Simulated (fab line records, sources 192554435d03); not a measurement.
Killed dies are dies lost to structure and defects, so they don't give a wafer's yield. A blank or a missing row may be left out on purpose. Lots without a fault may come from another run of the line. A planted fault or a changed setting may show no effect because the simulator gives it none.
Chamber matching | flow n5_finfet | N5_ILD0_CMP_12 on cmp-02: 4 sister chambers
The step polishes SiNx, stops on poly-Si, t overpolish 6 s, target thk 17.67 nm. 4 wafers are shown with their chamber, then 8 later ones without.

WAFERS WITH THEIR CHAMBER
wafer  | chamber | motor_current_A (A)
L084.6 | 1       | 7.8
L088.1 | 0       | 8.5
L088.3 | 3       | 10.2
L090.1 | 2       | 7.2

WAFERS WITHOUT THEIR CHAMBER
wafer  | motor_current_A (A)
L090.2 | 10.1
L090.4 | 8.1
L092.1 | 8.4
L092.2 | 10.4
L092.3 | 7.7
L095.3 | 9.7
L095.4 | 6.8
L095.5 | 8.8

WHICH CHAMBER EACH WENT THROUGH
wafer  | from the rows above     | in truth
L090.2 | 3                       | 3
L090.4 | can't be placed: 1 or 0 | 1
L092.1 | can't be placed: 0 or 1 | 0
L092.2 | 3                       | 3
L092.3 | can't be placed: 1 or 2 | 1
L095.3 | 3                       | 3
L095.4 | 2                       | 2
L095.5 | 0                       | 0
Placed correctly: 5 of 8. Can't be placed from these rows: 3 (the true chamber is among the candidates in 3). Placed wrongly: 0.
How it was worked out, from the rows above alone: a wafer's distance from a chamber is the root of the sum, over the readings, of the square of ((its reading less the chamber's mean) divided by the reading's scatter). The wafer belongs to the nearest chamber; if the next one is less than 2 further off, it can't be placed. A chamber's mean is the mean of its shown wafers. The scatter: with one shown wafer a chamber, the root of the mean of the squares of how far each hidden wafer lies from its nearest shown one.
